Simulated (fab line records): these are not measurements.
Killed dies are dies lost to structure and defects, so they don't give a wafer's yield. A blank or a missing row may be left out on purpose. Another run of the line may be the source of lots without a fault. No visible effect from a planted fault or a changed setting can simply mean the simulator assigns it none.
Matching of chambers    flow n5-finfet    cvd-co-01 running N5_BEOL_M4_CO_CAP_55: 3 sister chambers
The step material Co, precursor CCTBA/H2, target thk 2 nm, time 102.1 s. 3 wafers are shown with their chamber, then 10 later ones without.

== WAFERS, EACH WITH ITS CHAMBER ==
wafer   chamber  heater-power-w (W)
L085.4  1        183
L093.3  2        196
L093.4  0        302

== WAFERS WHOSE CHAMBER IS MISSING ==
wafer   heater-power-w (W)
L093.5  183
L092.1  177
L092.2  191
L092.6  196
L095.4  199
L095.5  182
L095.6  311
L096.2  307
L096.3  181
L096.6  197

== WHICH CHAMBER EACH WENT THROUGH ==
wafer   from the rows above      in truth
L093.5  1                        1
L092.1  1                        1
L092.2  can't be placed: 2 or 1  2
L092.6  2                        2
L095.4  2                        2
L095.5  1                        1
L095.6  0                        0
L096.2  0                        0
L096.3  1                        1
L096.6  2                        2
Placed correctly: 9 of 10. Not placeable from these rows: 1 (in 1, the candidates include the true chamber). Number placed wrongly: 0.
How it was worked out, from the rows above alone: a wafer's distance from a chamber is the root of the sum, over the readings, of the square of ((its reading less the chamber's mean) divided by the reading's scatter). If the next closest chamber is less than 2 further off than the closest, the wafer can't be placed; otherwise it belongs to the closest. The mean given for a chamber averages the wafers shown for that chamber. The scatter: with one shown wafer a chamber, the root of the mean of the squares of how far each hidden wafer lies from its nearest shown one.
